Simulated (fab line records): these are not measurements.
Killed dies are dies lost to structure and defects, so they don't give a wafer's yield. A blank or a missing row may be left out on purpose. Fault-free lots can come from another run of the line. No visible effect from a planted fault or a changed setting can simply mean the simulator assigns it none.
Which tool was responsible? | flow nandHarc | Sampling: 15 lots, 45 wafers, 5 of 1302 route steps

WHAT THE GAUGES SHOWED, per wafer
NHARC_A_M1_THK_MEAS_24: measures by xrf. Usual: 154.9 nm for thkNm, sd 1.7.
lot  | measured     | on           | thkNm (nm)        | flag
L929 | day 23 20:50 | filmMetro-01 | 152.6 156.7 153.1 | 
L930 | day 24 01:41 | filmMetro-01 | 157.5 154.2 153.3 | 
L931 | day 24 03:41 | filmMetro-01 | 156.8 155.7 155.9 | 
L928 | day 24 04:43 | filmMetro-01 | 150.1 157.2 153.6 | 
L934 | day 26 09:20 | filmMetro-02 | 152.9 154.5 154.6 | 
L937 | day 27 22:12 | filmMetro-02 | 157.1 154.6 155.7 | 
L936 | day 28 00:38 | filmMetro-01 | 405.7 398.8 400.9 | OFF
L939 | day 28 06:09 | filmMetro-01 | 396.1 399.8 396.4 | OFF
L940 | day 28 09:07 | filmMetro-02 | 408.3 396.4 402.6 | OFF
L945 | day 30 09:20 | filmMetro-01 | 156.7 154.7 154.0 | 
L946 | day 31 07:18 | filmMetro-01 | 153.8 155.9 150.8 | 
L947 | day 31 09:53 | filmMetro-01 | 155.4 157.6 156.6 | 
L948 | day 31 12:26 | filmMetro-02 | 153.0 154.5 154.5 | 
L949 | day 31 15:07 | filmMetro-01 | 156.2 156.6 157.4 | 
L950 | day 32 14:48 | filmMetro-02 | 151.0 154.9 157.2 | 

NHARC_A_BONDPAD_THK_MEAS_30: measures by ellipsometry. Usual: 200.6 nm for thkNm, sd 1.4.
lot  | measured     | on           | thkNm (nm)        | flag
L929 | day 23 22:21 | filmMetro-02 | 202.8 199.0 198.7 | 
L930 | day 24 03:11 | filmMetro-02 | 199.7 200.4 201.9 | 
L931 | day 24 05:16 | filmMetro-01 | 199.8 201.1 202.2 | 
L928 | day 24 06:14 | filmMetro-02 | 201.1 201.1 200.5 | 
L934 | day 26 10:52 | filmMetro-02 | 204.7 203.1 200.1 | 
L937 | day 27 23:43 | filmMetro-01 | 200.5 199.8 201.3 | 
L945 | day 30 10:51 | filmMetro-02 | 200.8 202.6 198.8 | 
L946 | day 31 08:49 | filmMetro-02 | 201.4 200.6 202.0 | 
L947 | day 31 11:24 | filmMetro-02 | 202.7 201.4 202.3 | 
L948 | day 31 14:04 | filmMetro-01 | 201.8 202.8 199.9 | 
L949 | day 31 16:38 | filmMetro-01 | 202.0 199.7 200.0 | 
L950 | day 32 16:23 | filmMetro-02 | 203.0 199.8 199.9 | 

TOOL THAT RAN EACH LOT (tool first, then ch and the chambers of the sampled wafers, then the start)
lot  | NHARC_A_M1_DESCUM_14              | NHARC_A_M1_ETCH_28                           | NHARC_A_M1_CMP_23
L929 | rieDiel-11 ch 0,1,2, day 23 18:22 | rieDiel-02 ch 0,1,3, day 23 20:34 or earlier | cmp-01 ch 0,2,3, day 23 20:34
L930 | rieDiel-02 ch 0,2,3, day 23 23:07 | rieDiel-11 ch 0,3, day 24 01:22 or earlier   | cmp-04 ch 0,2, day 24 01:22
L931 | rieDiel-02 ch 0,1, day 24 01:16   | rieDiel-11 ch 0,3, day 24 03:24 or earlier   | cmp-02 ch 1,3, day 24 03:24
L928 | rieDiel-08 ch 1,2, day 24 02:16   | rieDiel-02 ch 2,3, day 24 04:26 or earlier   | cmp-01 ch 0,1,2, day 24 04:26
L934 | rieDiel-11 ch 0,1,2, day 26 06:46 | rieDiel-11 ch 0,1, day 26 09:04 or earlier   | cmp-01 ch 0,1,2, day 26 09:04
L937 | rieDiel-11 ch 0,2,3, day 27 19:45 | rieDiel-02 ch 0,1,2, day 27 21:55 or earlier | cmp-01 ch 1,2,3, day 27 21:55
L936 | rieDiel-08 ch 0,1,2, day 27 22:13 | rieDiel-11 ch 0,2,3, day 28 00:19 or earlier | cmp-04 ch 0,1,3, day 28 00:19
L939 | rieDiel-11 ch 0,1,3, day 28 03:46 | rieDiel-11 ch 0,3, day 28 05:55 or earlier   | cmp-04 ch 1,2,3, day 28 05:55
L940 | rieDiel-11 ch 0,1,2, day 28 06:41 | rieDiel-08 ch 1,2,3, day 28 08:49 or earlier | cmp-01 ch 1,2,3, day 28 08:49
L945 | rieDiel-11 ch 1,2, day 30 06:52   | rieDiel-08 ch 1,2,3, day 30 09:01 or earlier | cmp-04 ch 0,2, day 30 09:01
L946 | rieDiel-11 ch 0,1,3, day 31 04:48 | rieDiel-02 ch 2,3, day 31 06:59 or earlier   | cmp-01 ch 0,1,2, day 31 06:59
L947 | rieDiel-02 ch 0,1, day 31 07:28   | rieDiel-02 ch 0,2, day 31 09:37 or earlier   | cmp-02 ch 2,3, day 31 09:37
L948 | rieDiel-11 ch 0,1,3, day 31 09:59 | rieDiel-02 ch 0,1, day 31 12:12 or earlier   | cmp-01 ch 0,1,2, day 31 12:12
L949 | rieDiel-11 ch 0,1,3, day 31 12:40 | rieDiel-02 ch 0,1, day 31 14:49 or earlier   | cmp-02 ch 1,3, day 31 14:49
L950 | rieDiel-08 ch 2,3, day 32 12:23   | rieDiel-08 ch 0,1, day 32 14:29 or earlier   | cmp-04 ch 2,3, day 32 14:29
- NHARC_A_M1_DESCUM_14: chemistry O2, time 3 s.
- NHARC_A_M1_ETCH_28: etches the open film in CF4/N2, target depth 30 nm, time 72.99 s.
- NHARC_A_M1_CMP_23: polishes, t overpolish 20 s, target thk 154.34 nm.

WHAT THE TOOLS THEMSELVES READ (means of the sampled wafers that have a number; where no wafer has one, the mark that the record gives instead)
NHARC_A_M1_DESCUM_14. Usual: chamberPressureMTorr 59.98 mTorr, standard deviation 0.23; drypumpMotorCurrentA 5.6 A, standard deviation 0.43; oesProductAu 1.008 a.u., standard deviation 0.013; rfVppV 57.9 V, standard deviation 0.8; showerheadPlenumPTorr 1.94 Torr, standard deviation 0.079; throttleValvePct 11.311 %, standard deviation 0.0093.
lot  | tool       | chamberPressureMTorr (mTorr) | drypumpMotorCurrentA (A) | oesProductAu (a.u.) | rfVppV (V) | showerheadPlenumPTorr (Torr) | throttleValvePct (%) | flag
L929 | rieDiel-11 | 60.03                        | 5.6                      | 1.003               | 57.9       | 1.97                         | 11.320               | 
L930 | rieDiel-02 | 60.04                        | 5.8                      | 1.008               | 57.5       | 1.95                         | 11.302               | 
L931 | rieDiel-02 | 60.01                        | 5.6                      | 1.008               | 58.5       | 1.88                         | 11.307               | 
L928 | rieDiel-08 | 59.93                        | 5.0                      | 1.012               | 57.9       | 1.91                         | 11.311               | 
L934 | rieDiel-11 | 60.00                        | 5.5                      | 1.007               | 57.5       | 1.97                         | 11.310               | 
L937 | rieDiel-11 | 59.98                        | 5.8                      | 1.010               | 57.9       | 1.99                         | 11.312               | 
L936 | rieDiel-08 | 60.01                        | 5.2                      | 1.002               | 57.3       | 1.90                         | 11.313               | 
L939 | rieDiel-11 | 59.92                        | 5.7                      | 1.000               | 58.1       | 1.97                         | 11.311               | 
L940 | rieDiel-11 | 60.01                        | 5.5                      | 1.018               | 57.2       | 1.97                         | 11.307               | 
L945 | rieDiel-11 | 59.97                        | 5.4                      | 1.021               | 57.8       | 1.95                         | 11.310               | 
L946 | rieDiel-11 | 59.99                        | 5.7                      | 0.999               | 57.8       | 1.96                         | 11.310               | 
L947 | rieDiel-02 | 60.02                        | 5.6                      | 1.010               | 57.9       | 1.95                         | 11.310               | 
L948 | rieDiel-11 | 60.02                        | 5.7                      | 1.008               | 58.0       | 1.96                         | 11.314               | 
L949 | rieDiel-11 | 59.98                        | 5.7                      | 1.006               | 57.5       | 1.96                         | 11.318               | 
L950 | rieDiel-08 | 59.99                        | 6.0                      | 1.001               | 57.5       | 1.87                         | 11.317               | 

NHARC_A_M1_ETCH_28. Usual: chamberPressureMTorr 30.001 mTorr, standard deviation 0.027; drypumpMotorCurrentA 5.7 A, standard deviation 0.43; oesProductAu 1.005 a.u., standard deviation 0.011; rfVppV 314.3 V, standard deviation 2.1; showerheadPlenumPTorr 2.64 Torr, standard deviation 0.11; throttleValvePct 19.794 %, standard deviation 0.01.
lot  | tool       | chamberPressureMTorr (mTorr) | drypumpMotorCurrentA (A) | oesProductAu (a.u.) | rfVppV (V) | showerheadPlenumPTorr (Torr) | throttleValvePct (%) | flag
L929 | rieDiel-02 | 30.005                       | 5.8                      | 0.998               | 314.6      | 2.67                         | 19.783               | 
L930 | rieDiel-11 | 30.030                       | 6.0                      | 0.996               | 315.5      | 2.72                         | 19.793               | 
L931 | rieDiel-11 | 30.005                       | 6.0                      | 0.995               | 316.3      | 2.75                         | 19.799               | 
L928 | rieDiel-02 | 30.042                       | 5.9                      | 1.021               | 314.3      | 2.59                         | 19.796               | 
L934 | rieDiel-11 | 29.995                       | 5.4                      | 1.011               | 314.8      | 2.67                         | 19.797               | 
L937 | rieDiel-02 | 30.006                       | 5.6                      | 0.997               | 312.8      | 2.59                         | 19.788               | 
L936 | rieDiel-11 | 29.999                       | 5.8                      | 1.001               | 316.5      | 2.73                         | 19.791               | 
L939 | rieDiel-11 | 30.000                       | 6.0                      | 0.998               | 315.6      | 2.72                         | 19.799               | 
L940 | rieDiel-08 | 29.980                       | 5.6                      | 1.004               | 314.1      | 2.63                         | 19.799               | 
L945 | rieDiel-08 | 29.985                       | 5.6                      | 1.007               | 313.1      | 2.63                         | 19.793               | 
L946 | rieDiel-02 | 30.003                       | 6.0                      | 1.009               | 314.4      | 2.66                         | 19.785               | 
L947 | rieDiel-02 | 29.985                       | 5.6                      | 1.007               | 314.5      | 2.59                         | 19.784               | 
L948 | rieDiel-02 | 30.011                       | 5.6                      | 1.011               | 314.1      | 2.67                         | 19.796               | 
L949 | rieDiel-02 | 29.998                       | 5.6                      | 1.014               | 312.9      | 2.58                         | 19.800               | 
L950 | rieDiel-08 | 29.998                       | 5.3                      | 1.003               | 313.4      | 2.59                         | 19.796               | 

NHARC_A_M1_CMP_23. Usual: edgeZonePressureFrac 1.000, standard deviation 0.0055; motorCurrentA 12.7 A, standard deviation 1.3; timeToEndpointS 30 s, standard deviation 3.2.
lot  | tool   | edgeZonePressureFrac | motorCurrentA (A) | timeToEndpointS (s) | flag
L929 | cmp-01 | 0.995                | 11.7              | 28                  | 
L930 | cmp-04 | 1.005                | 13.6              | 27                  | 
L931 | cmp-02 | 1.004                | 13.1              | 30                  | 
L928 | cmp-01 | 1.001                | 12.1              | 27                  | 
L934 | cmp-01 | 1.003                | 12.2              | 30                  | 
L937 | cmp-01 | 1.001                | 11.7              | 30                  | 
L936 | cmp-04 | -                    | -                 | -                   | OFF
L939 | cmp-04 | -                    | -                 | -                   | OFF
L940 | cmp-01 | -                    | -                 | -                   | OFF
L945 | cmp-04 | 0.999                | 13.3              | 31                  | 
L946 | cmp-01 | 1.000                | 11.9              | 27                  | 
L947 | cmp-02 | 1.001                | 11.9              | 29                  | 
L948 | cmp-01 | 1.002                | 12.3              | 30                  | 
L949 | cmp-02 | 0.998                | 12.6              | 32                  | 
L950 | cmp-04 | 1.002                | 13.3              | 30                  | 

THE ANSWER, worked out from the rows above alone
Rule: a lot is off if the mean of its wafers that have a number lies more than 3 standard deviations from the usual mean. Also off: a lot with no number at a reading for which 4 or more lots have one. Any other lot the step has rows for is counted as sound. First the gauges in route order, then the tools' own readings, where a lot's mean is used as printed above. At the first step where some lot is off, the reading lying furthest off is the one used; lots without a number count as furthest.
Off, at NHARC_A_M1_THK_MEAS_24 on thkNm: L936, L939, L940.
If a tool, at a process step before that reading, ran all the lots that are off and no sound lot after the first of them, it fits. Not tried: the gauges at NHARC_A_M1_THK_MEAS_24; whatever is off there is also off at NHARC_A_M1_CMP_23, on other tools, and gauge error can't account for it. With no start given for some of its lots, NHARC_A_M1_ETCH_28 uses the hours and lot order of NHARC_A_M1_CMP_23. No candidate that was tried fits.

WHAT THE SIMULATOR HAD PUT IN
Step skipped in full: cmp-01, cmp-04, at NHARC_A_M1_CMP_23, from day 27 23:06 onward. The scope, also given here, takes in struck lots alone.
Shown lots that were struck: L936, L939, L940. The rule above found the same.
